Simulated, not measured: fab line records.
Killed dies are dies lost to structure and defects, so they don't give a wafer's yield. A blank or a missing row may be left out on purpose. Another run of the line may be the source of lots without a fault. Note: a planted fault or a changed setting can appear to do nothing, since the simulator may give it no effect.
A single fault, viewed from 2 desks | flow nand-harc | each desk holds nothing but its own numbers, with what lay behind them at the end

## DESK OF THE TOOL OWNER: pecvd-onon-03
The tool's own readings at NHARC_A_ONON_D1_DEP_19 (target thk 1000 nm): means of the sampled wafers that have a number, for each lot that ran on this tool. The brackets show how far a lot's mean lies from the usual mean; more than 4 standard deviations puts the lot out of limits, marked OUT.
Columns: A = susceptor-temp-C at NHARC_A_ONON_D1_DEP_19, usual 399.99 C
lot  | first seen here | A
L720 | day 7 22:39     | 399.87
L721 | day 8 14:55     | 399.96
L729 | day 10 04:20    | 399.78
L731 | day 10 15:59    | 400.02
L742 | day 13 08:55    | 400.24
This desk's finding: nothing out of limits on any of the 5 lots.

## AT THE METROLOGY DESK
What the gauges read, lot by lot, whatever tool the lot ran on: means of the sampled wafers that have a number. The brackets show how far a lot's mean lies from the usual mean; more than 4 standard deviations puts the lot out of limits, marked OUT.
Columns: A = cd-nm at NHARC_A_ZERO_WELL_CD_MEAS_10, usual 1999.9 nm; B = thk-nm at NHARC_A_ONON_D1_THK_MEAS_21, usual 1004 nm
lot  | first seen here | A      | B
L720 | day 6 13:01     | 1999.6 | 1000
L721 | day 7 03:58     | 1997.7 | 1004
L722 | day 7 06:58     | 2000.0 | 1015
L723 | day 7 07:47     | 1999.6 | 1007
L725 | day 7 10:29     | 2001.9 | 991
L726 | day 8 03:11     | 1998.7 | 1003
L729 | day 8 18:46     | 1999.6 | 1000
L727 | day 8 19:41     | 2000.0 | 1000
L728 | day 9 01:31     | 1998.3 | 1017
L731 | day 9 06:31     | 2000.8 | 999
L730 | day 9 07:17     | 2000.2 | 1005
L732 | day 10 02:28    | 2000.1 | 1010
L742 | day 12 02:32    | 1999.9 | 989
This desk's finding: nothing out of limits on any of the 13 lots.

## TAKEN TOGETHER
The tool owner's desk saw nothing out of limits.
Metrology desk: nothing out of limits seen.

## WHAT THE SIMULATOR PUT IN
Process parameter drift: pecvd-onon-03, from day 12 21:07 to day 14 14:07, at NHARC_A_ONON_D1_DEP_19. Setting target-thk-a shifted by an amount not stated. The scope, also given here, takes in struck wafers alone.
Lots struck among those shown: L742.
